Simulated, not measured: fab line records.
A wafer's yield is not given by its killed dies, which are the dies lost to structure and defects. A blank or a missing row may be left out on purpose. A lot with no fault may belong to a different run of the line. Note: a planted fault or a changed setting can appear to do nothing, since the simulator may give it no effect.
8D (eight disciplines) problem report, filled in by code -- flow n5 finfet -- the parts of the form that need people (team, actions taken, sign-off) are left out

1. PROBLEM STATEMENT
exposure dose mJ cm2 at N5_BEOL_M7_EXPOSE_08 reads a mean of 67.37 on 3 wafers of 1 lot; wafers without a fault read 68.23 with a standard deviation of 0.082. That puts it -11 standard deviations away from the usual mean.
The step: exposes mask M7.
First observed at day 10 07:25: wafer L572.2, on arfi scanner-01. The record holds 30 wafers of 10 lots with a number at this step. Rule for "out", or "out of limits": more than 4 standard deviations from the usual mean. The other wafers with a number count as sound.

2. WHAT IT IS AND WHAT IT IS NOT
question,is,is not
which readings at this step,exposure dose mJ cm2,-
which lots,L572,"L565, L567, L568, L569, L578, L579, L581, L582, L583"
which wafers of those lots,all that have a number,-
read on which tools,arfi scanner-01,"arfi scanner-02, arfi scanner-03"
when,from day 10 07:25,"up to then (12 sound wafers); but 15 sound wafers of L578, L579, L581, L582, L583 came after"

3. WHAT RULES OUT EACH SUSPECT
Counting: a tool stays on the suspect list if, at a process step up to the reading, it processed all lots that are out and no sound lot following the first of them.
- ald metal-04 at N5_BEOL_M6_ALD_77 (deposits TaN, target thk 2 nm, pulse time 2 s, purge time 3 s): ruled out as a lasting fault. Following L572 (day 10 05:01), the first lot on it that is out, the sound lots L579, L583, L578 were run on it.
- pvd sputter-02 at N5_BEOL_M6_SPUTTER_48 (material Cu, target thk 10 nm, time 1.667 s): ruled out as a lasting fault. Following L572 (day 10 05:29), the first lot on it that is out, the sound lots L579, L582, L578 were run on it.
- arfi scanner-01 at N5_BEOL_M7_EXPOSE_08 (exposes mask M7): kept. It ran the lot that is out, L572 (day 10 07:25), and no sound lot after that; its last sound lot up to then is L568 (day 9 14:14). Its own readings are out on those wafers: exposure dose mJ cm2.
The count leaves arfi scanner-01 at N5_BEOL_M7_EXPOSE_08.

4. THE CAUSE (what the simulator had put in)
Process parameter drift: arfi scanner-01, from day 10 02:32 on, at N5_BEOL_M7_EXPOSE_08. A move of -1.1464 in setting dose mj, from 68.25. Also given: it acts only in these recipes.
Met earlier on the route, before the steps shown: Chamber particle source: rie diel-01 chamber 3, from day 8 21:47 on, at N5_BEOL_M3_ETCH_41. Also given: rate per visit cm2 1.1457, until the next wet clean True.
After counting, this tool was the only one left.

5. THE EFFECT CHAIN, in route order
Each row: a reading whose mean over the struck wafers that have a number lies more than 3 standard deviations from the usual. Scope: only readings with a usual standard deviation given in the record; hours: median across lots of the time from each lot's start at the first step in this table that gives one to its start at this step; sigmas: change in usual standard deviations.
hours,step,reading,usual,on struck wafers,change,sigmas
0,N5_BEOL_M7_EXPOSE_08,exposure dose mJ cm2,68.23,67.37,-0.86,-11
67,N5_PASSIVATION_PROBE_49,defect limited yield,91.0 %,80.9,-10.1,-6.7
67,N5_PASSIVATION_PROBE_49,killed_at_M0_to_M3,32,162,+130,+14
67,N5_PASSIVATION_PROBE_49,killed dies,106,225,+119,+6.6
67,N5_PASSIVATION_PROBE_49,sort_bin_5_function,5.3 %,12.3,+7.0,+7.2
67,N5_PASSIVATION_PROBE_49,sort n pass,1074,955,-119,-6.6
67,N5_PASSIVATION_PROBE_49,sort yield pct,91.0 %,80.9,-10.1,-6.7
Its process steps:
- N5_BEOL_M7_EXPOSE_08: exposes mask M7.
- N5_PASSIVATION_PROBE_49
At these later measuring or inspecting steps, every struck wafer for which the step has a row has a number for every such reading, and none has moved that far: N5_BEOL_M7_CD_MEAS_11.

6. HOW IT WOULD HAVE BEEN CAUGHT EARLIER
In this record no reading fell out of limits until day 10 07:25, 5 hours after the fault had begun at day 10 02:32.
